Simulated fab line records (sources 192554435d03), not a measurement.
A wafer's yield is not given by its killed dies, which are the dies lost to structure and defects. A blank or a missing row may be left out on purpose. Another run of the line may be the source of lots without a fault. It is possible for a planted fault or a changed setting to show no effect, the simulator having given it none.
Comparing a struck lot with a sound one :: flow n5_finfet :: 14 steps out of a route of 1938
Sound: wafers L698.1, L698.4, L698.5. Wafers L701.2, L701.4, L701.5 were the ones struck. The cause is named last.
At each step with rows: each side's tool, then ch and its chambers, then its first start. Under that, the readings that differ: sound wafers :: struck wafers :: difference of the means :: sigmas: that difference in standard deviations of wafers without a fault.
alike: readings whose means differ by less than 2 such deviations, and words and numbers that are the same on both sides. not compared: withheld readings, readings that some wafer has no value for, bounds like >300 that may hide the same value, and numbers for which the record gives no deviation and whose values overlap.
A row with sigmas, a row that says differs or no value, or rows on one side alone: a step with any of these is where the two part. Non-overlapping numbers with no deviation appear without sigmas and do not part them. Lack of a reading on every wafer of one side parts them only where that side has two or more wafers.

first, 3 steps without rows for these wafers: N5_BEOL_M7_EXPOSE_25 (exposes mask V6, target cd 40 nm); N5_BEOL_M7_PEB_26 (peb time 60 s); N5_BEOL_M7_DEVELOP_27 (develop time 30 s).
N5_BEOL_M7_CD_MEAS_28: target cd 40 nm.
  sound on cd_sem-01 ch 0, day 10 22:36; struck on cd_sem-01 ch 0, day 11 14:36
  alike: cd_nm
N5_BEOL_M7_OVL_MEAS_29:
  sound on overlay-01 ch 0, day 10 22:38; struck on overlay-02 ch 0, day 11 14:38
  alike: V6_OVL
N5_BEOL_M7_INSPECT_30: inspects for defects (brightfield).
  sound on defect_inspect-02 at day 10 22:41; struck on defect_inspect-01 at day 11 14:42
  alike: raw_defect_count
N5_BEOL_M7_DESCUM_33: chemistry O2, time 7 s.
  sound on rie_diel-04 ch 1,2, day 10 22:43; struck on rie_diel-06 ch 1,2, day 11 15:04
  alike: drypump_motor_current_A, oes_product_au, rf_vpp_V, showerhead_plenum_p_Torr, throttle_valve_pct
  not compared: rf_hours_counter_h
N5_BEOL_M7_ETCH_72: etches underlayer in N2/H2, target depth 6.5 nm, time 5.2 s.
  sound on rie_diel-04 ch 1,2, day 10 22:46; struck on rie_diel-06 ch 1,2, day 11 15:06
  alike: drypump_motor_current_A, etch_rf_on_time_s, oes_product_au, rf_fwd_power_W, rf_vpp_V, showerhead_plenum_p_Torr, throttle_valve_pct
  not compared: rf_hours_counter_h
N5_BEOL_M7_ETCH_65: etches SiARC in CF4, target depth 15.6 nm, time 26 s.
  sound on rie_diel-04 ch 1,2, day 10 22:46; struck on rie_diel-06 ch 1,2, day 11 15:07
  alike: drypump_motor_current_A, etch_rf_on_time_s, oes_product_au, rf_fwd_power_W, rf_vpp_V, showerhead_plenum_p_Torr, throttle_valve_pct
  not compared: rf_hours_counter_h
N5_BEOL_M7_ETCH_66: etches SOC in N2/H2, target depth 80 nm, overetch 16 nm, time 120 s.
  sound on rie_diel-04 ch 1,2, day 10 22:48; struck on rie_diel-06 ch 1,2, day 11 15:08
  alike: drypump_motor_current_A, oes_product_au, rf_fwd_power_W, rf_vpp_V, showerhead_plenum_p_Torr, throttle_valve_pct
  not compared: rf_hours_counter_h
then, 2 steps without rows for these wafers: N5_BEOL_M7_STRIP_69 (strips in N2/H2); N5_BEOL_M7_STRIP_73 (strips in N2/H2).
N5_BEOL_M7_VIA_ETCH_34: etches SiCOH lowk in C4F6/O2, target depth 125.5 nm, time 50.5 s.
  sound on rie_diel-04 ch 1,2, day 10 22:54; struck on rie_diel-06 ch 1,2, day 11 15:14
reading: oes_f_703_au (a.u.)
sound: 0.78 0.73 0.77
struck: 0.58 0.55 0.55
difference: -0.20
sigmas: -3

reading: oes_o_777_au (a.u.)
sound: 0.79 0.74 0.79
struck: 0.63 0.58 0.58
difference: -0.18
sigmas: -3

reading: rf_fwd_power_W (W)
sound: 340.6 343.5 338.9
struck: 259.6 259.3 260.8
difference: -81.1
sigmas: -62

reading: rf_vpp_V (V)
sound: 676 656 676
struck: 763 752 753
difference: +87
sigmas: +8

reading: model.etch.depth_nm (nm)
sound: 122.5 122.6 121.7
struck: 112.7 112.7 110.8
difference: -10.2
sigmas: 

reading: model.SOC_of_BEOL_M7_COAT_63.thk_nm (nm)
sound: 54.2 54 54.2
struck: 54.4 54.6 54.4
difference: +0.3
sigmas: 
  alike: O2_flow_sccm, drypump_motor_current_A, oes_product_au, showerhead_plenum_p_Torr, throttle_valve_pct
  not compared: rf_hours_counter_h
then, 1 step without rows for these wafers: N5_BEOL_M7_STRIP_76 (strips in C4F6/O2).

WHERE THEY PART
Within this record, at N5_BEOL_M7_VIA_ETCH_34 only.

WHY: what had been put in by the simulator
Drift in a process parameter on rie_diel-06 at N5_BEOL_M7_VIA_ETCH_34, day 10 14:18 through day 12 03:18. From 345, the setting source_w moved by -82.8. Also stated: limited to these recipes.
